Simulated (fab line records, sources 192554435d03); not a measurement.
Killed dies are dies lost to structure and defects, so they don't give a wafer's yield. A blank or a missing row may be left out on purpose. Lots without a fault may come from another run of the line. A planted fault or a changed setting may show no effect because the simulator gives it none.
Which tool did it? | flow n5_finfet | 9 lots, 27 wafers sampled, at 5 steps of a route of 1938

WHAT THE GAUGES READ, wafer by wafer
N5_PMOS_HMC_CHANNEL_EPI_THK_MEAS_22. Usual: HMC_CMP_THK 54.0 nm, standard deviation 0.62.
lot  | measured    | on            | HMC_CMP_THK (nm) | flag
L581 | day 2 15:49 | film_metro-01 | 54.3 54.4 53.9   |
L582 | day 2 19:52 | film_metro-02 | 53.5 54.0 53.3   |
L587 | day 4 02:10 | film_metro-01 | 54.1 53.5 53.2   |
L588 | day 4 08:08 | film_metro-02 | 54.8 55.3 54.5   |
L589 | day 4 14:43 | film_metro-01 | 54.7 54.2 53.6   |
L590 | day 4 20:19 | film_metro-02 | 54.4 54.0 53.7   |
L597 | day 6 13:21 | film_metro-01 | 53.2 54.2 53.8   |
L600 | day 7 07:35 | film_metro-01 | 53.8 54.7 54.5   |
L601 | day 7 13:50 | film_metro-01 | 53.5 54.0 54.2   |

N5_BEOL_M4_RC_MEAS_101. Usual: DIBL_N 36.2 mV/V, standard deviation 1.4; DIBL_P 36.1 mV/V, standard deviation 1.5; IOFF_N 0.153 nA/um, standard deviation 0.02; IOFF_P 0.215 nA/um, standard deviation 0.03; ION_N 672 uA/um, standard deviation 8.6; ION_P 463 uA/um, standard deviation 6.8; SS_N 71.5 mV/dec, standard deviation 0.47; SS_P 73.3 mV/dec, standard deviation 0.57; VT_N 250.6 mV, standard deviation 2.4; VT_P -249 mV, standard deviation 3.2.
lot  | measured     | on        | DIBL_N (mV/V)  | DIBL_P (mV/V)  | IOFF_N (nA/um)    | IOFF_P (nA/um)    | ION_N (uA/um) | ION_P (uA/um) | SS_N (mV/dec)  | SS_P (mV/dec)  | VT_N (mV)         | VT_P (mV)      | flag
L581 | day 8 11:07  | prober-01 | 37.4 37.1 38.6 | 36.1 34.9 37.0 | 0.166 0.160 0.187 | 0.220 0.197 0.237 | 685 666 667   | 463 457 460   | 71.4 72.1 72.1 | 72.5 72.6 74.1 | 248.1 249.0 248.3 | -248 -251 -251 |
L582 | day 8 22:47  | prober-01 | 36.2 37.4 36.5 | 35.4 36.6 35.7 | 0.146 0.162 0.148 | 0.181 0.185 0.171 | 666 672 667   | 456 455 447   | 71.9 71.7 71.5 | 73.4 74.1 73.5 | 249.2 252.6 253.0 | -255 -255 -255 |
L587 | day 9 22:13  | prober-01 | 35.6 34.5 36.8 | 37.4 36.0 39.1 | 0.153 0.135 0.185 | 0.196 0.181 0.229 | 662 667 685   | 455 455 465   | 70.7 71.2 72.3 | 72.7 72.0 73.3 | 250.1 251.2 245.4 | -252 -253 -249 |
L588 | day 10 13:11 | prober-02 | 37.6 39.3 37.1 | 38.4 39.5 37.7 | 0.144 0.178 0.144 | 0.228 0.256 0.224 | 657 687 670   | 461 476 468   | 71.7 71.7 71.6 | 73.7 74.3 72.9 | 252.0 250.2 250.8 | -246 -246 -249 |
L589 | day 10 20:20 | prober-02 | 36.3 38.6 38.7 | 34.9 38.2 37.5 | 0.144 0.206 0.192 | 0.196 0.250 0.239 | 677 688 672   | 462 464 458   | 71.5 71.5 72.1 | 73.1 74.8 73.9 | 253.0 247.2 248.8 | -252 -246 -248 |
L590 | day 10 20:43 | prober-01 | 37.5 38.5 37.3 | 36.8 37.2 36.3 | 0.169 0.191 0.152 | 0.260 0.276 0.245 | 677 673 669   | 472 468 466   | 71.7 72.2 72.2 | 73.5 73.2 73.3 | 249.0 244.8 251.9 | -247 -246 -245 |
L597 | day 12 07:14 | prober-02 | 36.3 37.0 35.8 | 35.7 35.8 34.3 | 0.150 0.161 0.135 | 0.215 0.217 0.189 | 659 677 669   | 459 465 465   | 71.2 71.5 71.2 | 73.9 73.6 72.8 | 250.0 248.7 250.4 | -248 -251 -252 |
L600 | day 13 08:04 | prober-02 | 35.3 34.6 34.8 | 34.7 34.2 34.0 | 0.139 0.141 0.134 | 0.193 0.188 0.191 | 673 679 679   | 460 464 464   | 71.3 70.8 71.5 | 73.2 74.3 73.3 | 253.2 253.1 251.2 | -250 -254 -251 |
L601 | day 13 14:23 | prober-01 | 34.1 36.1 35.6 | 35.2 37.2 36.6 | 0.146 0.166 0.160 | 0.200 0.217 0.213 | 676 667 676   | 467 462 461   | 70.4 71.7 71.5 | 73.2 73.4 73.7 | 249.4 249.0 250.4 | -249 -247 -251 |

WHICH TOOL RAN EACH LOT (tool, then ch and the chambers of the sampled wafers, then the start)
lot  | N5_PMOS_HMC_CHANNEL_EPI_ETCH_32   | N5_PMOS_HMC_CHANNEL_EPI_STRIP_33  | N5_PMOS_HMC_CHANNEL_EPI_ETCH_38
L581 | rie_diel-06 ch 1,2, day 2 13:36   | rie_diel-06 ch 1,2, day 2 13:41   | rie_si-04 ch 0,2, day 2 14:00
L582 | rie_diel-01 ch 1,2, day 2 17:38   | rie_diel-01 ch 1,2, day 2 17:44   | rie_si-04 ch 1,2,3, day 2 18:02
L587 | rie_diel-01 ch 0,1,3, day 3 23:54 | rie_diel-01 ch 0,1,3, day 4 00:00 | rie_si-04 ch 0,1,3, day 4 00:18
L588 | rie_diel-01 ch 0,1, day 4 05:53   | rie_diel-01 ch 0,1, day 4 05:58   | rie_si-06 ch 2,3, day 4 06:18
L589 | rie_diel-01 ch 0,1,2, day 4 12:05 | rie_diel-01 ch 0,1,2, day 4 12:11 | rie_si-04 ch 0,1,3, day 4 12:29
L590 | rie_diel-01 ch 0,2,3, day 4 17:41 | rie_diel-01 ch 0,2,3, day 4 17:47 | rie_si-02 ch 0,2,3, day 4 18:05
L597 | rie_diel-05 ch 1,2,3, day 6 11:07 | rie_diel-05 ch 1,2,3, day 6 11:13 | rie_si-04 ch 0,2,3, day 6 11:31
L600 | rie_diel-06 ch 1,3, day 7 05:20   | rie_diel-06 ch 1,3, day 7 05:26   | rie_si-06 ch 1,2, day 7 05:44
L601 | rie_diel-05 ch 0,1, day 7 11:36   | rie_diel-05 ch 0,1, day 7 11:42   | rie_si-02 ch 0,2,3, day 7 12:01
- N5_PMOS_HMC_CHANNEL_EPI_ETCH_32: etches BARC in N2/H2, stops on SiO2, target depth 85.8 nm, time 50.3 s.
- N5_PMOS_HMC_CHANNEL_EPI_STRIP_33: strips in N2/H2.
- N5_PMOS_HMC_CHANNEL_EPI_ETCH_38: etches SiO2 in CF4, target depth 1.5 nm.

WHAT THE TOOLS THEMSELVES READ (means of the sampled wafers that have a number; where no wafer has one, the mark that the record gives instead)
N5_PMOS_HMC_CHANNEL_EPI_ETCH_32. Usual: bias_w 150.0 W, standard deviation 0.49; drypump_motor_current_A 5.8 A, standard deviation 0.38; oes_product_au 0.67 a.u., standard deviation 0.059; rf_vpp_V 523.2 V, standard deviation 2.6; showerhead_plenum_p_Torr 2.52 Torr, standard deviation 0.087; throttle_valve_pct 17.94 %, standard deviation 0.25.
lot  | tool        | bias_w (W) | drypump_motor_current_A (A) | oes_product_au (a.u.) | rf_vpp_V (V) | showerhead_plenum_p_Torr (Torr) | throttle_valve_pct (%) | flag
L581 | rie_diel-06 | 150.1      | 6.2                         | 0.60                  | 520.8        | 2.44                            | 18.19                  |
L582 | rie_diel-01 | 149.9      | 5.7                         | 0.67                  | 526.0        | 2.62                            | 17.94                  |
L587 | rie_diel-01 | 149.8      | 5.5                         | 0.66                  | 524.0        | 2.54                            | 17.88                  |
L588 | rie_diel-01 | 170.8      | 5.3                         | 0.67                  | 571.3        | 2.59                            | 17.85                  | OFF
L589 | rie_diel-01 | 170.9      | 5.7                         | 0.68                  | 570.4        | 2.59                            | 17.91                  | OFF
L590 | rie_diel-01 | 171.7      | 5.6                         | 0.67                  | 568.4        | 2.52                            | 17.91                  | OFF
L597 | rie_diel-05 | 149.6      | 5.9                         | 0.62                  | 522.7        | 2.50                            | 18.17                  |
L600 | rie_diel-06 | 149.8      | 6.1                         | 0.82                  | 524.8        | 2.57                            | 17.76                  |
L601 | rie_diel-05 | 150.3      | 6.0                         | 0.71                  | 522.8        | 2.54                            | 17.73                  |

N5_PMOS_HMC_CHANNEL_EPI_STRIP_33. Usual: bias_power_w 8.002 W, standard deviation 0.023; drypump_motor_current_A 5.8 A, standard deviation 0.37; oes_product_au 0.78 a.u., standard deviation 0.072; rf_vpp_V 54.0 V, standard deviation 1.5; showerhead_plenum_p_Torr 3.33 Torr, standard deviation 0.11; throttle_valve_pct 19.0 %, standard deviation 0.33.
lot  | tool        | bias_power_w (W) | drypump_motor_current_A (A) | oes_product_au (a.u.) | rf_vpp_V (V) | showerhead_plenum_p_Torr (Torr) | throttle_valve_pct (%) | flag
L581 | rie_diel-06 | 8.010            | 6.2                         | 0.70                  | 55.1         | 3.24                            | 19.5                   |
L582 | rie_diel-01 | 7.992            | 5.7                         | 0.79                  | 55.0         | 3.45                            | 18.8                   |
L587 | rie_diel-01 | 8.001            | 5.5                         | 0.76                  | 54.5         | 3.36                            | 18.9                   |
L588 | rie_diel-01 | 7.995            | 5.3                         | 0.79                  | 53.2         | 3.42                            | 18.8                   |
L589 | rie_diel-01 | 8.001            | 5.7                         | 0.79                  | 54.4         | 3.41                            | 18.8                   |
L590 | rie_diel-01 | 7.983            | 5.6                         | 0.78                  | 55.0         | 3.33                            | 18.9                   |
L597 | rie_diel-05 | 8.023            | 5.9                         | 0.71                  | 55.1         | 3.30                            | 19.2                   |
L600 | rie_diel-06 | 8.014            | 6.1                         | 0.96                  | 53.5         | 3.40                            | 19.0                   |
L601 | rie_diel-05 | 7.988            | 6.0                         | 0.83                  | 54.2         | 3.35                            | 18.6                   |

N5_PMOS_HMC_CHANNEL_EPI_ETCH_38. Usual: bias_w 400.1 W, standard deviation 1.3; drypump_motor_current_A 5.7 A, standard deviation 0.56; oes_product_au 0.992 a.u., standard deviation 0.01; throttle_valve_pct 21.67 %, standard deviation 0.2.
lot  | tool      | bias_w (W) | drypump_motor_current_A (A) | oes_product_au (a.u.) | throttle_valve_pct (%) | flag
L581 | rie_si-04 | 400.5      | 6.1                         | 1.001                 | 21.75                  |
L582 | rie_si-04 | 400.3      | 5.3                         | 0.991                 | 21.85                  |
L587 | rie_si-04 | 400.1      | 5.3                         | 0.994                 | 21.76                  |
L588 | rie_si-06 | 400.4      | 6.1                         | 0.990                 | 21.68                  |
L589 | rie_si-04 | 399.6      | 5.2                         | 0.996                 | 21.75                  |
L590 | rie_si-02 | 400.7      | 5.9                         | 0.998                 | 21.59                  |
L597 | rie_si-04 | 400.2      | 5.6                         | 1.001                 | 21.68                  |
L600 | rie_si-06 | 399.9      | 5.6                         | 0.995                 | 21.62                  |
L601 | rie_si-02 | 400.0      | 5.9                         | 0.992                 | 21.59                  |

THE ANSWER, worked out from the rows above alone
Rule: a lot is off if the mean of its wafers that have a number lies more than 3 standard deviations from the usual mean. A lot without any number at a reading at which 4 lots or more have one is off too. The other lots that the step has rows for count as sound. The gauges are gone through in route order, then the tools' own readings, and for those a lot's mean is taken as printed above. The first step at which some lot is off is used, and at that step the reading that is off furthest; a lot without a number counts as furthest.
Off: L588, L589, L590, at N5_PMOS_HMC_CHANNEL_EPI_ETCH_32 (bias_w).
A tool fits if, at that step or a process step before it, it ran every lot that is off, and no sound lot after the first of them. One fits: rie_diel-01 at N5_PMOS_HMC_CHANNEL_EPI_ETCH_32. Its last sound lot is L587 (day 3 23:54), its first lot that is off L588 (day 4 05:53): a fault that began between those two fits.
The tool's own readings at N5_PMOS_HMC_CHANNEL_EPI_ETCH_32 bear it out: on the lots that are off they differ by more than 5 times the standard deviation of the sound lots' means. bias_w reads 171.1 W there against 149.9 W on the sound lots; rf_vpp_V reads 570.0 V there against 523.5 V on the sound lots.

WHAT THE SIMULATOR HAD PUT IN
Process parameter drift: rie_diel-01, from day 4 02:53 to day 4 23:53, at N5_PMOS_HMC_CHANNEL_EPI_ETCH_32. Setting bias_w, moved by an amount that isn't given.
Lots struck among those shown: L588, L589, L590. The rule above found the same.
